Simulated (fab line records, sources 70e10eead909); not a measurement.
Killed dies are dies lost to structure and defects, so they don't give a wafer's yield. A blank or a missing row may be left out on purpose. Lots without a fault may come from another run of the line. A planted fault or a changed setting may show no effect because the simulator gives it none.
fab line records | flow nand_harc
record lots=12 wafers=36 last_day=33
route steps=1302 shown A_BLC@1126 A_M0@1142 END@1302
lots that met no fault: from a run of the same line without faults
start_h: hours from the record's first day to the start of the lot's first wafer shown | wait_h: hours since the lot's step before | " the same as in the row above | L1.1+2: a row that stands for several wafers | - no value, or no start given | * or withheld: withheld | < > ~ a bound
route shown NAME@n: a module of which the file shows steps, and the number in the route of the first | usual: mean/standard deviation of fault-free wafers | same: alike in all rows | chamber/n: place in a boat | sites: the reading at each site | _std_site: their standard deviation | _edge_site: outer sites' mean less inner sites' | radius_mm: how far each site lies from the wafer's centre | mask NAME#n: copy n | behind: the tool/chamber that last shaped the wafer | hold: why the lot was held/for how many hours/how that ended | device: the transistor (n, p or np) that didn't switch | end of line: the same wafers' tests at the end of the route | a step without rows: its recipe alone | killed: dies lost to structure and defects at the first sort, not the wafer's yield | map: a wafer's dies, x killed, . not, _ none there
set.NAME: the setting as run; set.NAME@STEP: as run at that earlier step | model.NAME: the simulator's own value behind a step, which no gauge read
steps of the route over a sample of lots; a table a step, a row a wafer
services: from which hour (start_h, from the record's first day; less than 0 if before it) a tool's chamber was out of use, for how many hours, and why
## steps
# step NHARC_A_BLC_STRIP_21
# recipe o2_flow_sccm=500 ar_flow_sccm=0 bias_w=0 chemistry=O2
# usual drypump_motor_current_A=5.6/0.46 o2_flow_sccm=500.2/1.5 oes_product_au=1.000/0.0068 rf_vpp_V=57.6/0.88 showerhead_plenum_p_Torr=3.47/0.079 throttle_valve_pct=17.036/0.0089
# columns lot.wafer tool chamber start_h wait_h drypump_motor_current_A o2_flow_sccm oes_product_au rf_hours_counter_h rf_vpp_V showerhead_plenum_p_Torr throttle_valve_pct
L450.1 rie_diel-02 0 548.97 0.1 5.1 498.5 0.999 52 57.9 3.38 17.030
L450.5 " 2 " " 5.7 499.4 0.993 - 59.6 3.54 17.034
L450.6 " 3 " " 5.6 502.4 0.996 - 56.8 3.30 17.046
L448.4 rie_diel-13 2 553.98 0.1 5.4 499.7 0.991 2 58.8 3.61 17.023
L448.2 " 3 " " 5.8 498.9 0.996 2 58.3 3.45 17.045
L448.1 " 1 " " 5.1 501.1 1.005 2 56.4 3.42 17.030
L452.1 rie_diel-13 1 570.57 0.1 5.1 500.9 1.007 3 57.7 3.42 17.027
L452.4 " 0 " " 6.4 500.0 0.996 3 56.7 3.43 17.021
L452.5 " 1 " " 5.1 498.5 1.001 - 57.6 3.42 17.035
L454.4 rie_diel-06 0 601.15 0.1 4.8 502.0 1.016 10 56.8 3.49 17.035
L454.1 " 1 " " 5.6 502.2 1.005 10 57.3 3.42 17.036
L454.2 " 2 " " 5.5 499.1 1.003 8 57.8 3.49 17.042
L456.4 rie_diel-06 3 639.50 0.1 6.1 502.2 0.993 13 58.4 3.45 17.036
L456.5 " 0 " " 4.8 500.9 0.991 - 57.0 3.49 17.033
L456.6 " 1 " " 5.6 501.6 1.008 - 59.1 3.42 17.030
L459.1 rie_diel-06 2 646.99 0.1 5.5 502.1 0.998 13 56.2 3.49 17.035
L459.2 " 3 " " 6.1 501.3 1.000 15 57.1 3.45 17.050
L459.5 " 0 " " 4.8 497.8 0.999 - 57.1 3.48 17.014
L463.3 rie_diel-06 2 692.65 0.1 5.5 499.4 1.008 1 57.4 3.49 17.046
L463.6 " 2 " " 5.5 500.3 1.012 - 56.7 3.49 17.030
L463.5 " 3 " " 6.1 499.1 1.013 - 57.4 3.44 17.023
L462.4 rie_diel-02 1 697.20 0.1 5.7 501.5 1.005 35 58.1 3.75 17.043
L462.3 " 3 " " 5.7 502.3 0.998 37 57.6 3.27 17.038
L462.5 " 0 " " 5.1 498.7 1.008 - 58.5 3.36 17.045
L464.1 rie_diel-06 0 699.19 0.1 4.8 503.2 0.994 2 57.0 3.48 17.033
L464.3 " 2 " " 5.5 501.2 1.004 2 58.5 3.49 17.045
L464.6 " 0 " " 4.8 502.6 1.004 - 58.0 3.48 17.044
L465.1 rie_diel-13 2 715.60 0.1 5.4 499.5 0.985 1 58.3 3.60 17.045
L465.2 " 3 " " 5.8 497.6 0.997 1 59.4 3.44 17.038
L465.6 " 2 " " 5.4 501.4 1.005 - 58.4 3.60 17.037
L468.1 rie_diel-06 2 733.68 0.1 5.5 497.3 1.010 5 58.4 3.48 17.034
L468.3 " 0 " " 4.8 499.9 1.000 6 57.3 3.48 17.038
L468.2 " 1 " " 5.6 499.7 0.990 5 57.4 3.41 17.036
L469.1 rie_diel-06 0 752.80 0.1 4.8 500.5 0.992 8 57.8 3.48 17.029
L469.6 " 0 " " 4.8 500.9 1.003 - 57.3 3.48 17.031
L469.5 " 1 " " 5.6 502.2 0.998 - 57.0 3.41 17.034
# step NHARC_A_BLC_CVD_24
# recipe target_thk_a=1500 temp_c=300 pressure_torr=40 wf6_flow_sccm=40 h2_flow_sccm=1600 ar_flow_sccm=1560 time_s=434 material=W
# usual heater_power_w=478/19 mfc_wf6_sccm=40.01/0.11 throttle_valve_pct=8.21/0.23
# columns lot.wafer tool chamber start_h wait_h heater_power_w mfc_wf6_sccm since_wet_clean_h throttle_valve_pct
L450.1 cvd_w-02 1 - - 504 40.14 87 8.16
L450.5 " 1 " " 495 40.13 - 8.25
L450.6 " 0 " " 477 39.80 - 8.67
L448.1 cvd_w-02 0 - - 466 39.98 92 8.38
L448.2 " 1 " " 507 39.97 92 8.01
L448.4 " 0 " " 471 40.05 - 8.66
L452.1 cvd_w-02 0 - - 466 39.76 108 8.60
L452.4 " 0 " " 451 39.77 - 8.45
L452.5 " 1 " " 509 39.92 - 8.20
L454.2 cvd_w-01 1 - - 487 39.97 42 8.05
L454.1 " 0 " " 440 39.99 42 8.03
L454.4 " 1 " " 489 39.94 - 7.99
L456.4 cvd_w-01 1 - - 482 39.99 - 8.36
L456.6 " 0 " " 447 40.02 - 7.81
L456.5 " 1 " " 486 40.17 - 7.93
L459.1 cvd_w-02 1 - - 475 39.86 4 8.53
L459.2 " 0 " " 470 40.11 4 8.38
L459.5 " 0 " " 463 39.91 - 8.14
L463.3 cvd_w-02 0 - - 464 39.92 - 8.31
L463.6 " 0 " " 464 39.96 - 8.49
L463.5 " 1 " " 500 40.00 - 8.26
L462.4 cvd_w-01 1 - - 505 39.94 - 8.26
L462.3 " 0 " " 458 40.19 - 8.02
L462.5 " 1 " " 499 39.92 - 7.94
L464.1 cvd_w-01 0 - - 459 40.11 140 8.08
L464.3 " 1 " " 500 39.89 - 8.04
L464.6 " 1 " " 492 40.03 - 8.09
L465.2 cvd_w-01 1 - - 499 40.00 156 7.91
L465.1 " 0 " " 443 40.07 156 7.98
L465.6 " 0 " " 454 39.86 - 8.06
L468.1 cvd_w-02 0 - - 467 39.85 91 8.16
L468.2 " 1 " " 478 39.93 91 8.59
L468.3 " 0 " " 459 39.97 - 8.25
L469.1 cvd_w-02 0 - - 477 40.01 110 8.30
L469.5 " 1 " " 479 40.13 - 8.16
L469.6 " 0 " " 471 39.90 - 8.39
# step NHARC_A_BLC_INSPECT_28
# usual raw_defect_count=556/140
# columns lot.wafer tool chamber start_h wait_h raw_defect_count
L450.1 defect_inspect-02 - 550.78 0.1 379
L450.5 " - " " 541
L450.6 " - " " 611
L448.1 defect_inspect-02 - 555.85 0.1 669
L448.2 " - " " 679
L448.4 " - " " 663
L452.1 defect_inspect-02 - 572.37 0.1 669
L452.4 " - " " 384
L452.5 " - " " 580
L454.1 defect_inspect-02 - 602.94 0.1 830
L454.2 " - " " 618
L454.4 " - " " 729
L456.4 defect_inspect-01 - 641.28 0.1 458
L456.5 " - " " 399
L456.6 " - " " 442
L459.1 defect_inspect-02 - 648.79 0.1 543
L459.2 " - " " 451
L459.5 " - " " 444
L463.3 defect_inspect-01 - 694.45 0.1 565
L463.5 " - " " 572
L463.6 " - " " 720
L462.3 defect_inspect-01 - 698.99 0.1 395
L462.4 " - " " 399
L462.5 " - " " 485
L464.1 defect_inspect-01 - 701.04 0.1 446
L464.3 " - " " 527
L464.6 " - " " 502
L465.1 defect_inspect-01 - 717.39 0.1 839
L465.2 " - " " 812
L465.6 " - " " 736
L468.1 defect_inspect-02 - 735.80 0.1 544
L468.2 " - " " 636
L468.3 " - " " 580
L469.1 defect_inspect-01 - 754.60 0.1 604
L469.5 " - " " 532
L469.6 " - " " 680
# step NHARC_A_M0_SOFTBAKE_04
# recipe temp_c=105 time_s=55
# usual chill_plate_temp_C=22.99/0.11 heater_power_total_W=188.45/0.14
# columns lot.wafer tool chamber start_h wait_h chill_plate_temp_C heater_power_total_W
L450.1 litho_track-01 0 551 - 22.92 188.47
L450.5 " 0 " " 23.07 188.75
L450.6 " 0 " " 22.95 188.33
L448.1 litho_track-01 0 556 - 23.19 188.33
L448.2 " 0 " " 23.31 188.64
L448.4 " 0 " " 23.26 188.75
L452.1 litho_track-01 0 572 - 22.93 188.39
L452.4 " 0 " " 22.96 188.69
L452.5 " 0 " " 23.06 188.43
L454.1 litho_track-04 0 603 - 22.98 188.38
L454.2 " 0 " " 22.92 188.38
L454.4 " 0 " " 23.07 188.57
L456.4 litho_track-04 0 641 - 22.91 188.57
L456.5 " 0 " " 22.86 188.46
L456.6 " 0 " " 23.01 188.29
L459.1 litho_track-01 0 649 - 23.01 188.68
L459.2 " 0 " " 22.93 188.38
L459.5 " 0 " " 22.99 188.30
L463.3 litho_track-01 0 694 - 22.96 190.60
L463.5 " 0 " " 23.03 190.62
L463.6 " 0 " " 23.07 190.75
L462.3 litho_track-01 0 699 - 23.11 190.73
L462.4 " 0 " " 23.07 190.62
L462.5 " 0 " " 23.13 190.69
L464.1 litho_track-01 0 701 - 22.94 190.75
L464.3 " 0 " " 22.88 190.76
L464.6 " 0 " " 23.01 190.98
L465.1 litho_track-04 0 717 - 22.91 188.52
L465.2 " 0 " " 22.83 188.32
L465.6 " 0 " " 22.95 188.51
L468.1 litho_track-04 0 736 - 22.93 188.36
L468.2 " 0 " " 22.80 188.39
L468.3 " 0 " " 22.89 188.30
L469.1 litho_track-06 0 755 - 22.98 188.53
L469.5 " 0 " " 22.85 188.43
L469.6 " 0 " " 22.84 188.43
# step NHARC_END_SORT_01
# recipe temp_c=25
# usual defect_limited_yield=91.4/2.6 killed_at_array=53/18 killed_at_other=0.9/1.3 killed_at_periphery=4/3.1 killed_dies=58/18 killed_open=3.4/2 killed_short=2.5/1.8 sort_bin_2_pct=3.1/1.2 sort_bin_3_pct=0.7/0.38 sort_bin_4_pct=4.8/1.5 sort_n_pass=619/18 sort_rim_yield_pct=90/4.6 sort_yield_pct=91.4/2.6
# same gross_dies=677 sort_bin_5_pct[%]=0 sort_bin_6_pct[%]=0 sort_bin_7_pct[%]=0 sort_bin_8_pct[%]=0 sort_rim_n_gross=106.00
# columns lot.wafer tool chamber start_h wait_h defect_limited_yield[%] killed_at_array killed_at_other killed_at_periphery killed_dies killed_open killed_short sort_bin_2_pct[%] sort_bin_3_pct[%] sort_bin_4_pct[%] sort_n_pass sort_rim_yield_pct[%] sort_yield_pct[%]
L450.1 prober-02 0 594.51 2.5 95.0 32 1 1 34 3 3 1.2 0.7 3.1 643 92 95.0
L450.5 prober-02 0 597.74 3.7 92.9 48 0 0 48 0 3 2.4 0.3 4.4 629 87 92.9
L450.6 prober-02 0 598.55 4.0 91.1 53 0 7 60 7 2 3.0 0.1 5.8 617 85 91.1
L448.1 prober-01 0 602.16 2.5 88.6 72 1 4 77 7 3 3.5 0.6 7.2 600 88 88.6
L448.2 prober-01 0 602.96 2.8 91.6 54 0 3 57 2 1 2.4 0.9 5.2 620 92 91.6
L448.4 prober-01 0 604.58 3.4 89.2 68 2 3 73 6 3 4.3 0.6 5.9 604 95 89.2
L452.1 prober-02 0 612.25 2.5 95.1 25 2 6 33 3 3 0.9 0.4 3.5 644 93 95.1
L452.4 prober-02 0 614.61 3.3 95.6 26 2 2 30 3 0 1.3 0 3.1 647 98 95.6
L452.5 prober-02 0 615.39 3.6 95.1 25 0 8 33 3 3 1.3 0.4 3.1 644 98 95.1
L456.4 prober-01 0 683.91 3.4 91.9 52 0 3 55 3 6 3.7 0.9 3.5 622 84 91.9
L456.5 prober-01 0 684.71 3.7 91.4 56 0 2 58 2 2 2.4 0.9 5.3 619 87 91.4
L456.6 prober-01 0 685.51 4.0 91.0 61 0 0 61 5 4 3.7 1.0 4.3 616 87 91.0
L459.1 prober-02 0 689.49 2.5 95.4 30 0 1 31 5 2 1.8 0.1 2.7 646 93 95.4
L459.2 prober-02 0 690.29 2.8 92.5 49 1 1 51 1 1 3.2 0.7 3.5 626 99 92.5
L459.5 prober-02 0 692.70 3.7 93.1 46 0 1 47 4 0 2.5 0.4 4.0 630 98 93.1
L465.1 prober-01 0 761.83 2.5 87.7 71 0 12 83 4 3 4.4 0.9 6.9 594 79 87.7
L465.2 prober-01 0 762.65 2.9 89.1 66 0 8 74 3 3 4.0 0.6 6.4 603 92 89.1
L465.6 prober-01 0 765.90 4.1 89.8 62 1 6 69 3 2 3.4 1.0 5.8 608 83 89.8
# killed by level:class
L450.1 A_SLIT:chamber_film_flake=16 A_CHANNEL_HOLE_D2:chamber_film_flake=6 A_CONTACT:chamber_film_flake=3 A_ONON_D2:geometric_particle:short=2 P_M1:geometric_particle:open=1 A_DECK1_JOINT:geometric_particle:short=1 A_CHANNEL_HOLE_D2:geometric_particle:open=1 A_WL_FILL:geometric_particle:open=1
L450.5 A_SLIT:chamber_film_flake=19 A_CHANNEL_HOLE_D2:chamber_film_flake=11 A_CHANNEL_HOLE_D1:chamber_film_flake=4 A_M1:chamber_film_flake=4 A_CONTACT:chamber_film_flake=3 A_DECK1_JOINT:chamber_film_flake=2 A_CHANNEL_FILL_D2:geometric_particle:short=1 A_STAIRCASE:geometric_particle:short=1
L450.6 A_SLIT:chamber_film_flake=31 A_CHANNEL_HOLE_D2:chamber_film_flake=7 A_M1:chamber_film_flake=5 A_CONTACT:chamber_film_flake=4 A_CHANNEL_HOLE_D1:chamber_film_flake=3 P_STI:geometric_particle:open=2 P_CONTACT:geometric_particle:open=2 P_GATE:geometric_particle:open=1
L448.1 A_CHANNEL_HOLE_D2:chamber_film_flake=35 A_CHANNEL_HOLE_D1:chamber_film_flake=18 A_STAIRCASE:chamber_film_flake=4 A_CONTACT:chamber_film_flake=3 A_ONON_D2:geometric_particle:short=2 P_GATE:chamber_film_flake=2 A_SLIT:chamber_film_flake=2 P_GATE:geometric_particle:open=1
L448.2 A_CHANNEL_HOLE_D1:chamber_film_flake=29 A_CHANNEL_HOLE_D2:chamber_film_flake=15 A_STAIRCASE:chamber_film_flake=3 A_SLIT:chamber_film_flake=3 A_CONTACT:chamber_film_flake=3 P_CONTACT:geometric_particle:short=1 P_M0:geometric_particle:open=1 A_CHANNEL_FILL_D2:geometric_particle:open=1
L448.4 A_CHANNEL_HOLE_D2:chamber_film_flake=25 A_CHANNEL_HOLE_D1:chamber_film_flake=19 A_CONTACT:chamber_film_flake=9 A_STAIRCASE:chamber_film_flake=3 A_M1:chamber_film_flake=3 P_CONTACT:geometric_particle:open=2 A_ONON_D1:geometric_particle:short=2 A_DECK1_JOINT:geometric_particle:open=2
L452.1 A_CHANNEL_HOLE_D2:chamber_film_flake=13 A_DECK1_JOINT:chamber_film_flake=4 P_ZERO_WELL:chamber_film_flake=3 A_STAIRCASE:chamber_film_flake=2 THIN_TSV:chamber_film_flake=2 P_CONTACT:geometric_particle:short=1 P_CONTACT:geometric_particle:open=1 P_M0:geometric_particle:short=1
L452.4 A_CHANNEL_HOLE_D2:chamber_film_flake=11 A_CHANNEL_HOLE_D1:chamber_film_flake=4 A_CHANNEL_FILL_D1:chamber_film_flake=3 A_CHANNEL_HOLE_D1:geometric_particle:open=2 A_DECK1_JOINT:chamber_film_flake=2 THIN_TSV:chamber_film_flake=2 P_CONTACT:geometric_particle:open=1 P_ZERO_WELL:chamber_film_flake=1
L452.5 A_CHANNEL_HOLE_D2:chamber_film_flake=13 A_DECK1_JOINT:chamber_film_flake=3 A_CONTACT:chamber_film_flake=3 P_CONTACT:geometric_particle:open=2 P_ZERO_WELL:chamber_film_flake=2 A_CHANNEL_FILL_D2:chamber_film_flake=2 P_GATE:geometric_particle:short=1 P_M0:geometric_particle:open=1
L456.4 A_SLIT:chamber_film_flake=22 A_CHANNEL_HOLE_D2:chamber_film_flake=10 A_CONTACT:chamber_film_flake=7 P_M0:geometric_particle:open=2 A_WL_FILL:geometric_particle:short=2 A_CHANNEL_HOLE_D1:chamber_film_flake=2 A_CHANNEL_FILL_D2:chamber_film_flake=2 A_CHANNEL_FILL_D1:geometric_particle:short=1
L456.5 A_SLIT:chamber_film_flake=21 A_CHANNEL_HOLE_D2:chamber_film_flake=14 A_CONTACT:chamber_film_flake=8 A_CHANNEL_HOLE_D1:chamber_film_flake=4 A_DECK1_JOINT:chamber_film_flake=4 A_CHANNEL_FILL_D1:geometric_particle:short=1 A_DECK1_JOINT:geometric_particle:open=1 A_CHANNEL_FILL_D2:geometric_particle:open=1
L456.6 A_SLIT:chamber_film_flake=25 A_CHANNEL_HOLE_D2:chamber_film_flake=14 A_CONTACT:chamber_film_flake=7 A_ONON_D2:geometric_particle:short=2 A_CHANNEL_FILL_D2:geometric_particle:open=2 A_CHANNEL_FILL_D2:chamber_film_flake=2 A_STAIRCASE:chamber_film_flake=2 A_CHANNEL_FILL_D1:geometric_particle:open=1
L459.1 A_CHANNEL_HOLE_D1:chamber_film_flake=19 A_STAIRCASE:chamber_film_flake=3 A_WL_FILL:chamber_film_flake=2 P_M1:geometric_particle:open=1 A_ONON_D1:geometric_particle:open=1 A_CHANNEL_FILL_D1:geometric_particle:open=1 A_DECK1_JOINT:geometric_particle:short=1 A_CHANNEL_FILL_D2:geometric_particle:short=1
L459.2 A_CHANNEL_HOLE_D1:chamber_film_flake=44 A_STAIRCASE:chamber_film_flake=2 A_CONTACT:chamber_film_flake=2 P_ZERO_WELL:geometric_particle:open=1 STARTING-WAFER:geometric_particle:short=1 A_WL_FILL:chamber_film_flake=1
L459.5 A_CHANNEL_HOLE_D1:chamber_film_flake=38 A_SLIT:chamber_film_flake=2 A_DECK1_JOINT:geometric_particle:open=1 A_ONON_D2:geometric_particle:open=1 A_BLC:geometric_particle:open=1 A_M1:geometric_particle:open=1 P_STI:chamber_film_flake=1 A_CHANNEL_HOLE_D2:chamber_film_flake=1
L465.1 A_SLIT:chamber_film_flake=34 A_CHANNEL_HOLE_D1:chamber_film_flake=21 A_STAIRCASE:chamber_film_flake=7 P_ZERO_WELL:chamber_film_flake=3 P_M1:chamber_film_flake=3 A_CONTACT:chamber_film_flake=3 A_M0:geometric_particle:open=2 P_GATE:chamber_film_flake=2
L465.2 A_CHANNEL_HOLE_D1:chamber_film_flake=33 A_SLIT:chamber_film_flake=22 P_GATE:geometric_particle:open=2 A_ONON_D2:geometric_particle:short=2 P_ZERO_WELL:chamber_film_flake=2 P_GATE:chamber_film_flake=2 A_CHANNEL_FILL_D1:chamber_film_flake=2 A_STAIRCASE:chamber_film_flake=2
L465.6 A_SLIT:chamber_film_flake=31 A_CHANNEL_HOLE_D1:chamber_film_flake=17 P_GATE:chamber_film_flake=3 A_CHANNEL_HOLE_D2:chamber_film_flake=3 A_STAIRCASE:chamber_film_flake=3 A_DECK1_JOINT:chamber_film_flake=2 P_M0:geometric_particle:open=1 A_CHANNEL_FILL_D1:geometric_particle:open=1
## services
# columns tool chamber start_h hours kind
litho_track-06 - 529.00 7.0 pm
rie_diel-06 0 542.63 - clean
rie_diel-06 1 542.63 - clean
rie_diel-06 2 542.63 - clean
rie_diel-06 3 542.63 - clean
cvd_w-01 - 547.36 13.0 pm
litho_track-04 - 553.00 7.0 pm
rie_diel-06 0 567.13 - clean
rie_diel-02 - 571.95 9.0 pm
rie_diel-13 1 603.92 5.6 repair
rie_diel-02 2 614.89 11.9 repair
cvd_w-02 - 631.16 13.0 pm
rie_diel-02 2 655.41 1.4 repair
rie_diel-06 - 661.59 9.0 pm
litho_track-01 - 680.00 7.0 pm
litho_track-06 - 704.00 7.0 pm
litho_track-04 - 728.00 7.0 pm
cvd_w-01 - 728.36 13.0 pm
rie_diel-02 1 734.31 6.2 repair
rie_diel-13 2 743.59 5.4 repair
cvd_w-02 - 748.05 0.4 repair
rie_diel-02 - 748.99 9.0 pm
cvd_w-02 1 754.20 11.6 repair
cvd_w-02 - 754.91 0.8 repair
## key
first_sign step=NHARC_A_M0_SOFTBAKE_04 reading=heater_power_total_W direction=up sigmas=17 usual=* struck=*
effect none on later readings
met_at NHARC_A_M0_SOFTBAKE_04
struck_lots L462,L463,L464
not_acting_at NHARC_A_BLC_STRIP_21,NHARC_A_BLC_CVD_24,NHARC_A_BLC_INSPECT_28
onset_between 649 694
fault kind=process_parameter_drift tool=litho_track-01 chamber=- onset_h=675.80 steps=NHARC_A_M0_SOFTBAKE_04 channel=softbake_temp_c offset=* shape=step end_h=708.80 acts_in=* stated=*
